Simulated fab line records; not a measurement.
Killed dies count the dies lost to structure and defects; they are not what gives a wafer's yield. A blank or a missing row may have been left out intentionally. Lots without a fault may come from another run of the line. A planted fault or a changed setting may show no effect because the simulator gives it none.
Chamber matching | flow n5-finfet | N5_BEOL_M12_TRENCH_ETCH_34 on rie-diel-05 has 4 sister chambers
The step etches SiOC in C4F8/O2/Ar, target depth 318.95 nm, time 125.5 s. 8 wafers are shown with their chamber, then 9 later ones without.

## EACH WAFER AND ITS CHAMBER
wafer  | chamber | throttle-valve-pct (%) | showerhead-plenum-p-Torr (Torr)
L074.4 | 2       | 23.9                   | 3.31
L079.3 | 2       | 23.9                   | 3.31
L078.1 | 3       | 23.7                   | 3.49
L081.5 | 3       | 23.7                   | 3.48
L081.6 | 0       | 23.8                   | 3.57
L083.2 | 1       | 24.8                   | 3.55
L083.3 | 0       | 23.9                   | 3.57
L083.4 | 1       | 24.8                   | 3.55

## WAFERS WITHOUT THEIR CHAMBER
wafer  | throttle-valve-pct (%) | showerhead-plenum-p-Torr (Torr)
L086.1 | 24.8                   | 3.54
L086.3 | 23.9                   | 3.30
L086.5 | 23.9                   | 3.57
L096.1 | 24.9                   | 3.53
L096.2 | 23.9                   | 3.29
L096.6 | 23.9                   | 3.56
L097.1 | 23.6                   | 3.47
L097.3 | 23.9                   | 3.55
L097.5 | 23.9                   | 3.28

## EACH ONE'S CHAMBER
wafer  | from the rows above | in truth
L086.1 | 1                   | 1
L086.3 | 2                   | 2
L086.5 | 0                   | 0
L096.1 | 1                   | 1
L096.2 | 2                   | 2
L096.6 | 0                   | 0
L097.1 | 3                   | 3
L097.3 | 0                   | 0
L097.5 | 2                   | 2
Placed correctly: 9 of 9. Number that these rows cannot place: 0. 0 placed wrongly.
How it was worked out, from the rows above alone: a wafer's distance from a chamber is the root of the sum, over the readings, of the square of ((its reading less the chamber's mean) divided by the reading's scatter). The wafer belongs to the nearest chamber; if the next one is less than 2 further off, it can't be placed. A chamber's mean is the mean of its shown wafers. The scatter: take each reading less its chamber's mean, square it, sum over the shown wafers, divide by the number of wafers less the number of chambers, and take the root.
